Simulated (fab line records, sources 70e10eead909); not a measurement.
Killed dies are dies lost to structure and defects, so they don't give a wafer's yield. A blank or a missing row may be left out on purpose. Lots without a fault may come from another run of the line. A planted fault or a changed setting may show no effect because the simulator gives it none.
Which tool did it? | flow nand_harc | 15 lots, 45 wafers sampled, at 2 steps of a route of 1159

WHAT THE GAUGES READ, wafer by wafer
NHARC_P_ZERO_WELL_CD_MEAS_24: target cd 720 nm. Usual: cd_nm 720.1 nm, standard deviation 2.1.
lot  | measured    | on        | cd_nm (nm)        | flag
L341 | day 2 02:21 | cd_sem-01 | 723.7 723.2 721.2 |
L342 | day 2 08:28 | cd_sem-02 | 716.5 719.7 715.6 |
L343 | day 2 14:36 | cd_sem-03 | 718.4 721.4 718.3 |
L346 | day 3 08:29 | cd_sem-03 | 719.6 721.0 718.7 |
L347 | day 3 14:30 | cd_sem-01 | 718.8 720.1 722.3 |
L349 | day 4 02:37 | cd_sem-03 | 721.8 719.1 719.9 |
L350 | day 4 08:25 | cd_sem-03 | 721.8 720.0 722.4 |
L354 | day 5 08:29 | cd_sem-02 | 718.5 720.8 721.0 |
L355 | day 5 14:34 | cd_sem-01 | 720.2 721.1 721.0 |
L356 | day 5 20:30 | cd_sem-02 | 719.2 719.8 719.7 |
L357 | day 6 02:37 | cd_sem-03 | 720.8 721.7 722.6 |
L358 | day 6 08:28 | cd_sem-02 | 719.2 715.9 719.5 |
L360 | day 6 20:38 | cd_sem-02 | 721.1 721.9 720.6 |
L361 | day 7 02:35 | cd_sem-02 | 719.0 719.7 718.1 |
L362 | day 7 08:35 | cd_sem-03 | 720.4 721.6 719.8 |

NHARC_P_ZERO_WELL_CD_MEAS_37: target cd 720 nm. Usual: cd_nm 720.9 nm, standard deviation 1.5.
lot  | measured    | on        | cd_nm (nm)        | flag
L341 | day 2 04:00 | cd_sem-02 | 722.0 717.5 720.5 |
L342 | day 2 10:00 | cd_sem-03 | 722.1 723.8 718.3 |
L343 | day 2 16:07 | cd_sem-03 | 722.8 722.4 718.1 |
L346 | day 3 10:01 | cd_sem-03 | 719.1 722.0 717.6 |
L347 | day 3 16:08 | cd_sem-02 | 722.0 723.1 722.5 |
L349 | day 4 04:15 | cd_sem-03 | 723.0 720.6 719.6 |
L350 | day 4 10:04 | cd_sem-03 | 720.6 721.4 721.3 |
L354 | day 5 10:09 | cd_sem-01 | 720.7 723.7 722.2 |
L355 | day 5 16:11 | cd_sem-03 | 720.7 723.4 721.8 |
L356 | day 5 22:08 | cd_sem-01 | 720.2 721.8 722.5 |
L357 | day 6 04:08 | cd_sem-02 | 721.7 723.0 717.5 |
L358 | day 6 10:07 | cd_sem-01 | 720.7 721.2 719.1 |
L360 | day 6 22:17 | cd_sem-02 | 722.8 721.8 721.5 |
L361 | day 7 04:10 | cd_sem-02 | 719.3 723.1 721.7 |
L362 | day 7 10:13 | cd_sem-02 | 719.5 720.3 721.0 |

WHICH TOOL RAN EACH LOT (tool, then ch and the chambers of the sampled wafers, then the start)
The record holds no process step before these readings.

WHAT THE TOOLS THEMSELVES READ (means of the sampled wafers that have a number; where no wafer has one, the mark that the record gives instead)
The record holds no such reading with a usual standard deviation.

THE ANSWER, worked out from the rows above alone
Rule: a lot is off if the mean of its wafers that have a number lies more than 3 standard deviations from the usual mean. A lot without any number at a reading at which 4 lots or more have one is off too. The other lots that the step has rows for count as sound. The gauges are gone through in route order, then the tools' own readings, and for those a lot's mean is taken as printed above. The first step at which some lot is off is used, and at that step the reading that is off furthest; a lot without a number counts as furthest.
No lot is off at any reading shown: from this, nothing can be told.

WHAT THE SIMULATOR HAD PUT IN
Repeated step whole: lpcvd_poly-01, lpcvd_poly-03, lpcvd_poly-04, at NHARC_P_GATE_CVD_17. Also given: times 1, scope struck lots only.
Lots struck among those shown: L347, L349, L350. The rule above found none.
